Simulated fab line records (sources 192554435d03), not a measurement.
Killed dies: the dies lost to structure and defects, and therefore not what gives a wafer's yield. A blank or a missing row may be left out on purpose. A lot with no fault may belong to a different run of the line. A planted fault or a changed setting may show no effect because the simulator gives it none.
What tool caused it?	flow n5_finfet	24 lots with 72 wafers sampled at 6 steps, on a route of 1938 steps

## WHAT THE GAUGES READ, wafer by wafer
The record lacks any reading of a measuring or inspecting step that a usual standard deviation could be used to judge.

## WHAT TOOL EACH LOT RAN ON (gives the tool, then ch and the chambers of the sampled wafers, and finally the start)
lot	N5_BEOL_M5_ETCH_68	N5_BEOL_M5_TRENCH_ETCH_37	N5_BEOL_M5_CURE_80	N5_BEOL_M5_ALD_86	N5_BEOL_M5_ANNEAL_82	N5_BEOL_M6_HM_DEP_02
L074	rie_diel-05 ch 1,3, day 8 13:09	rie_diel-05 ch 1,3, day 8 13:41 or earlier	uv_cure-02 ch 1, day 8 13:41	ald_metal-03 ch 0,1,3, day 8 14:15	pvd_sputter-02, day 8 16:15	pvd_sputter-02, day 8 21:57
L075	rie_diel-03 ch 0,3, day 8 16:58	rie_diel-03 ch 0,3, day 8 17:34 or earlier	uv_cure-01 ch 1, day 8 17:34	ald_metal-03 ch 0,1, day 8 18:29	pvd_sputter-01, day 8 20:23	pvd_sputter-02, day 9 01:34
L076	rie_diel-03 ch 1,2,3, day 9 18:07	rie_diel-03 ch 1,2,3, day 9 18:42 or earlier	uv_cure-01 ch 2, day 9 18:42	ald_metal-01 ch 0,1,3, day 9 19:10	pvd_sputter-01, day 9 21:01	pvd_sputter-02, day 10 04:10
L078	rie_diel-01 ch 1,2,3, day 9 18:28	rie_diel-01 ch 1,2,3, day 9 19:04 or earlier	uv_cure-03 ch 0, day 9 19:04	ald_metal-02 ch 1,3, day 9 19:34	pvd_sputter-02, day 9 21:31	pvd_sputter-02, day 10 04:16
L081	rie_diel-05 ch 0,2, day 9 23:44	rie_diel-05 ch 0,2, day 10 00:25 or earlier	uv_cure-01 ch 1, day 10 00:25	ald_metal-03 ch 0,1, day 10 00:53	pvd_sputter-01, day 10 02:40	pvd_sputter-01, day 10 08:42
L079	rie_diel-03 ch 0,3, day 10 05:31	rie_diel-03 ch 0,3, day 10 06:02 or earlier	uv_cure-03 ch 1, day 10 06:02	ald_metal-03 ch 1,2,3, day 10 06:29	pvd_sputter-03, day 10 08:10	pvd_sputter-02, day 10 13:26
L080	rie_diel-01 ch 1,2,3, day 10 05:54	rie_diel-01 ch 1,2,3, day 10 06:26 or earlier	uv_cure-02 ch 2, day 10 06:26	ald_metal-01 ch 0,3, day 10 06:52	pvd_sputter-02, day 10 09:56	pvd_sputter-01, day 10 18:32
L077	rie_diel-05 ch 0,2,3, day 10 06:04	rie_diel-05 ch 0,2,3, day 10 06:38 or earlier	uv_cure-03 ch 2, day 10 06:38	ald_metal-03 ch 1,2, day 10 07:15	pvd_sputter-01, day 10 10:09	pvd_sputter-01, day 10 18:38
L082	rie_diel-01 ch 0,1,3, day 10 11:59	rie_diel-01 ch 0,1,3, day 10 12:34 or earlier	uv_cure-03 ch 0, day 10 12:34	ald_metal-03 ch 1,2,3, day 10 13:22	pvd_sputter-01, day 10 15:10	pvd_sputter-01, day 10 22:20
L083	rie_diel-05 ch 2,3, day 10 13:09	rie_diel-05 ch 2,3, day 10 13:41 or earlier	uv_cure-03 ch 2, day 10 13:41	ald_metal-03 ch 0,2,3, day 10 14:47	pvd_sputter-02, day 10 17:59	pvd_sputter-02, day 10 23:40
L084	rie_diel-05 ch 0,2, day 10 22:13	rie_diel-05 ch 0,2, day 10 22:57 or earlier	uv_cure-01 ch 2, day 10 22:57	ald_metal-02 ch 0,2, day 10 23:24	pvd_sputter-01, day 11 01:05	pvd_sputter-03, day 11 06:40
L085	rie_diel-03 ch 0,1,3, day 11 08:56	rie_diel-03 ch 0,1,3, day 11 09:52 or earlier	uv_cure-03 ch 0, day 11 09:52	ald_metal-02 ch 1,2,3, day 11 10:19	pvd_sputter-03, day 11 12:07	pvd_sputter-02, day 11 18:13
L086	rie_diel-05 ch 0,1,2, day 11 17:23	rie_diel-05 ch 0,1,2, day 11 17:55 or earlier	uv_cure-03 ch 2, day 11 17:55	ald_metal-01 ch 1,3, day 11 18:41	pvd_sputter-02, day 11 20:31	pvd_sputter-02, day 12 03:09
L087	rie_diel-01 ch 1,2,3, day 11 17:50	rie_diel-01 ch 1,2,3, day 11 18:52 or earlier	uv_cure-03 ch 2, day 11 18:52	ald_metal-01 ch 0,1, day 11 21:10	pvd_sputter-01, day 11 23:01	pvd_sputter-03, day 12 04:18
L088	rie_diel-05 ch 2,3, day 12 09:53	rie_diel-05 ch 2,3, day 12 10:36 or earlier	uv_cure-03 ch 2, day 12 10:36	ald_metal-03 ch 0,1,2, day 12 11:43	pvd_sputter-01, day 12 13:32	pvd_sputter-01, day 12 18:31
L091	rie_diel-01 ch 0,2,3, day 12 11:38	rie_diel-01 ch 0,2,3, day 12 12:13 or earlier	uv_cure-01 ch 0, day 12 12:13	ald_metal-02 ch 0,2,3, day 12 12:58	pvd_sputter-03, day 12 14:38	pvd_sputter-03, day 12 22:25
L089	rie_diel-01 ch 1,2,3, day 12 17:00	rie_diel-01 ch 1,2,3, day 12 17:32 or earlier	uv_cure-03 ch 1, day 12 17:32	ald_metal-01 ch 0,1,3, day 12 18:08	pvd_sputter-01, day 12 19:47	pvd_sputter-03, day 13 01:52
L090	rie_diel-01 ch 0,2, day 12 22:05	rie_diel-01 ch 0,2, day 12 22:48 or earlier	uv_cure-01 ch 1, day 12 22:48	ald_metal-03 ch 1,2, day 12 23:13	pvd_sputter-01, day 13 01:15	pvd_sputter-01, day 13 08:16
L093	rie_diel-03 ch 2,3, day 13 04:21	rie_diel-03 ch 2,3, day 13 04:59 or earlier	uv_cure-03 ch 0, day 13 04:59	ald_metal-01 ch 0,1,3, day 13 05:21	pvd_sputter-03, day 13 07:09	pvd_sputter-01, day 13 12:52
L092	rie_diel-03 ch 0,1,2, day 13 08:12	rie_diel-03 ch 0,1,2, day 13 08:44 or earlier	uv_cure-03 ch 0, day 13 08:44	ald_metal-01 ch 0,1, day 13 09:52	pvd_sputter-03, day 13 11:35	pvd_sputter-03, day 13 16:34
L094	rie_diel-03 ch 2,3, day 13 08:44	rie_diel-03 ch 2,3, day 13 09:20 or earlier	uv_cure-01 ch 2, day 13 09:20	ald_metal-03 ch 0,1, day 13 10:07	pvd_sputter-02, day 13 11:50	pvd_sputter-01, day 13 18:34
L095	rie_diel-05 ch 0,1,2, day 14 01:14	rie_diel-05 ch 0,1,2, day 14 01:49 or earlier	uv_cure-01 ch 1, day 14 01:49	ald_metal-01 ch 0,2,3, day 14 02:50	pvd_sputter-03, day 14 04:38	pvd_sputter-02, day 14 13:53
L097	rie_diel-05 ch 0,1,3, day 14 06:43	rie_diel-05 ch 0,1,3, day 14 07:17 or earlier	uv_cure-01 ch 0, day 14 07:17	ald_metal-02 ch 1,2,3, day 14 07:59	pvd_sputter-03, day 14 09:47	pvd_sputter-02, day 14 17:29
L096	rie_diel-03 ch 0,2,3, day 14 07:44	rie_diel-03 ch 0,2,3, day 14 08:25 or earlier	uv_cure-03 ch 2, day 14 08:25	ald_metal-01 ch 0,1,2, day 14 09:07	pvd_sputter-01, day 14 10:52	pvd_sputter-03, day 14 17:33
- N5_BEOL_M5_ETCH_68: etches SOC in N2/H2, target depth 80 nm, overetch 16 nm, time 120 s.
- N5_BEOL_M5_TRENCH_ETCH_37: etches SiCOH lowk in C4F6/O2, target depth 71.652 nm, time 24.7 s.
- N5_BEOL_M5_CURE_80: cures SiCOH lowk, time 120 s.
- N5_BEOL_M5_ALD_86: deposits TaN, pulse time 2 s, purge time 3 s, co reactant purge time 2 s.
- N5_BEOL_M5_ANNEAL_82: time 1800 s.
- N5_BEOL_M6_HM_DEP_02: deposits TiN, target thk 20 nm.

## WHAT THE TOOLS THEMSELVES READ (means of the sampled wafers that have a number; where no wafer has one, the mark that the record gives instead)
N5_BEOL_M5_ETCH_68.
lot	tool	chamber_pressure_mTorr (mTorr)	drypump_motor_current_A (A)	n2_flow_sccm (sccm)	oes_product_au (a.u.)	rf_vpp_V (V)	showerhead_plenum_p_Torr (Torr)	throttle_valve_pct (%)
L074	rie_diel-05	30.025	5.9	200.0	0.52	526.3	2.60	17.80
L075	rie_diel-03	30.018	6.3	199.9	0.67	526.1	2.66	17.73
L076	rie_diel-03	29.990	6.3	199.9	0.61	525.1	2.59	17.67
L078	rie_diel-01	30.008	5.6	200.5	0.66	523.0	2.50	17.41
L081	rie_diel-05	30.007	5.1	201.1	0.61	521.9	2.45	17.77
L079	rie_diel-03	30.027	6.4	200.8	0.65	527.6	2.65	17.75
L080	rie_diel-01	29.992	5.6	199.7	0.66	523.8	2.50	17.42
L077	rie_diel-05	29.971	5.3	200.0	0.58	523.4	2.51	17.93
L082	rie_diel-01	30.007	5.6	200.7	0.65	522.6	2.50	17.50
L083	rie_diel-05	30.004	5.3	199.8	0.61	524.0	2.51	17.87
L084	rie_diel-05	29.965	5.1	199.9	0.58	520.2	2.44	17.85
L085	rie_diel-03	30.001	6.4	199.9	0.62	525.9	2.59	17.82
L086	rie_diel-05	30.029	5.4	200.1	0.64	522.6	2.49	17.61
L087	rie_diel-01	30.016	5.6	199.4	0.64	522.3	2.49	17.43
L088	rie_diel-05	30.010	5.6	200.6	0.57	524.7	2.56	18.04
L091	rie_diel-01	30.003	5.6	200.5	0.65	523.1	2.49	17.53
L089	rie_diel-01	30.021	5.6	200.4	0.65	522.9	2.49	17.44
L090	rie_diel-01	30.021	5.3	199.3	0.65	523.1	2.45	17.40
L093	rie_diel-03	30.016	6.0	199.9	0.60	525.1	2.59	17.67
L092	rie_diel-03	30.003	6.2	200.3	0.58	524.5	2.54	17.86
L094	rie_diel-03	30.019	6.3	199.8	0.62	527.0	2.64	17.66
L095	rie_diel-05	30.021	5.4	200.2	0.63	522.4	2.48	17.65
L097	rie_diel-05	29.986	5.6	200.2	0.59	523.8	2.54	17.79
L096	rie_diel-03	29.966	6.1	200.3	0.60	525.5	2.60	17.81

N5_BEOL_M5_TRENCH_ETCH_37.
lot	tool	chamber_pressure_mTorr (mTorr)	drypump_motor_current_A (A)	oes_f_703_au (a.u.)	oes_product_au (a.u.)	rf_vpp_V (V)	showerhead_plenum_p_Torr (Torr)	throttle_valve_pct (%)
L074	rie_diel-05	30.004	5.9	0.65	0.66	681	2.93	20.98
L075	rie_diel-03	29.992	6.3	0.86	0.87	667	2.99	20.87
L076	rie_diel-03	29.983	6.3	0.79	0.80	664	2.91	20.87
L078	rie_diel-01	29.997	5.6	0.84	0.86	665	2.84	20.80
L081	rie_diel-05	29.995	5.1	0.79	0.80	657	2.72	20.73
L079	rie_diel-03	30.015	6.4	0.85	0.85	667	2.98	20.89
L080	rie_diel-01	29.955	5.6	0.83	0.84	664	2.84	20.80
L077	rie_diel-05	30.004	5.3	0.75	0.75	667	2.80	20.95
L082	rie_diel-01	30.010	5.6	0.84	0.85	662	2.85	20.85
L083	rie_diel-05	29.996	5.3	0.76	0.80	685	2.81	20.93
L084	rie_diel-05	29.973	5.1	0.77	0.74	637	2.72	20.76
L085	rie_diel-03	30.004	6.4	0.80	0.81	677	2.90	20.88
L086	rie_diel-05	30.012	5.4	0.82	0.83	654	2.78	20.66
L087	rie_diel-01	30.004	5.6	0.82	0.84	664	2.83	20.81
L088	rie_diel-05	29.992	5.6	0.70	0.74	694	2.87	21.17
L091	rie_diel-01	30.008	5.6	0.85	0.84	662	2.83	20.88
L089	rie_diel-01	29.999	5.6	0.82	0.84	665	2.83	20.83
L090	rie_diel-01	30.000	5.3	0.85	0.86	679	2.79	20.74
L093	rie_diel-03	30.026	6.0	0.78	0.77	653	2.92	20.91
L092	rie_diel-03	29.990	6.2	0.75	0.76	675	2.83	20.89
L094	rie_diel-03	29.995	6.3	0.81	0.81	653	2.97	20.94
L095	rie_diel-05	30.022	5.4	0.80	0.81	654	2.78	20.69
L097	rie_diel-05	29.986	5.6	0.75	0.76	663	2.85	20.90
L096	rie_diel-03	30.007	6.1	0.78	0.79	665	2.91	20.92

N5_BEOL_M5_CURE_80.
lot	tool	lamp_power_pct (%)	wafer_temp_C_max
L074	uv_cure-02	52.28	371.4
L075	uv_cure-01	52.32	371.8
L076	uv_cure-01	52.32	371.3
L078	uv_cure-03	52.33	371.5
L081	uv_cure-01	52.35	371.8
L079	uv_cure-03	52.34	371.6
L080	uv_cure-02	52.34	370.6
L077	uv_cure-03	52.30	372.0
L082	uv_cure-03	52.26	371.5
L083	uv_cure-03	52.30	372.3
L084	uv_cure-01	52.31	371.2
L085	uv_cure-03	52.28	371.7
L086	uv_cure-03	52.30	372.4
L087	uv_cure-03	52.28	372.4
L088	uv_cure-03	52.37	372.8
L091	uv_cure-01	52.35	371.7
L089	uv_cure-03	52.33	371.8
L090	uv_cure-01	52.29	371.4
L093	uv_cure-03	52.33	371.6
L092	uv_cure-03	52.30	371.9
L094	uv_cure-01	52.35	371.2
L095	uv_cure-01	52.29	371.8
L097	uv_cure-01	52.31	372.4
L096	uv_cure-03	52.33	372.0

N5_BEOL_M5_ALD_86.
lot	tool	heater_power_w (W)
L074	ald_metal-03	418
L075	ald_metal-03	436
L076	ald_metal-01	439
L078	ald_metal-02	358
L081	ald_metal-03	406
L079	ald_metal-03	387
L080	ald_metal-01	423
L077	ald_metal-03	372
L082	ald_metal-03	387
L083	ald_metal-03	425
L084	ald_metal-02	425
L085	ald_metal-02	393
L086	ald_metal-01	393
L087	ald_metal-01	467
L088	ald_metal-03	406
L091	ald_metal-02	396
L089	ald_metal-01	434
L090	ald_metal-03	370
L093	ald_metal-01	439
L092	ald_metal-01	462
L094	ald_metal-03	404
L095	ald_metal-01	404
L097	ald_metal-02	397
L096	ald_metal-01	429

N5_BEOL_M5_ANNEAL_82.
lot	tool	heater_power_w (W)
L074	pvd_sputter-02	851
L075	pvd_sputter-01	849
L076	pvd_sputter-01	862
L078	pvd_sputter-02	926
L081	pvd_sputter-01	853
L079	pvd_sputter-03	729
L080	pvd_sputter-02	926
L077	pvd_sputter-01	812
L082	pvd_sputter-01	875
L083	pvd_sputter-02	985
L084	pvd_sputter-01	822
L085	pvd_sputter-03	733
L086	pvd_sputter-02	876
L087	pvd_sputter-01	861
L088	pvd_sputter-01	820
L091	pvd_sputter-03	860
L089	pvd_sputter-01	874
L090	pvd_sputter-01	860
L093	pvd_sputter-03	852
L092	pvd_sputter-03	782
L094	pvd_sputter-02	774
L095	pvd_sputter-03	719
L097	pvd_sputter-03	828
L096	pvd_sputter-01	871

N5_BEOL_M6_HM_DEP_02.
lot	tool	throttle_valve_pct (%)
L074	pvd_sputter-02	30.1
L075	pvd_sputter-02	28.3
L076	pvd_sputter-02	29.4
L078	pvd_sputter-02	28.5
L081	pvd_sputter-01	29.9
L079	pvd_sputter-02	28.3
L080	pvd_sputter-01	30.0
L077	pvd_sputter-01	29.7
L082	pvd_sputter-01	30.0
L083	pvd_sputter-02	29.4
L084	pvd_sputter-03	30.6
L085	pvd_sputter-02	29.0
L086	pvd_sputter-02	29.2
L087	pvd_sputter-03	30.8
L088	pvd_sputter-01	30.1
L091	pvd_sputter-03	30.8
L089	pvd_sputter-03	30.5
L090	pvd_sputter-01	30.0
L093	pvd_sputter-01	29.7
L092	pvd_sputter-03	30.4
L094	pvd_sputter-01	30.2
L095	pvd_sputter-02	29.2
L097	pvd_sputter-02	28.7
L096	pvd_sputter-03	30.2

## THE ANSWER, worked out from the rows above alone
Rule: usual is defined by the lots themselves. Put in order of their means at a reading, lots are off if they are a third of the lots or fewer, leave a main group of 4 or more, and stand apart from it by a gap of 3 or more times the standard deviation of the main group's means; of several such gaps the widest counts. If all means in a main group match to the digits the tables above print for the reading, that group is not used. Also off: a lot with no number at a reading for which 4 or more lots have one. The other lots that the step has rows for count as sound. First the gauges in route order, then the tools' own readings, where a lot's mean is used as printed above. The first step at which some lot is off is used, and at that step the reading that is off furthest; a lot without a number counts as furthest.
Across all readings shown, no lot is off: no conclusion can be drawn from this.

## WHAT WAS PUT IN BY THE SIMULATOR
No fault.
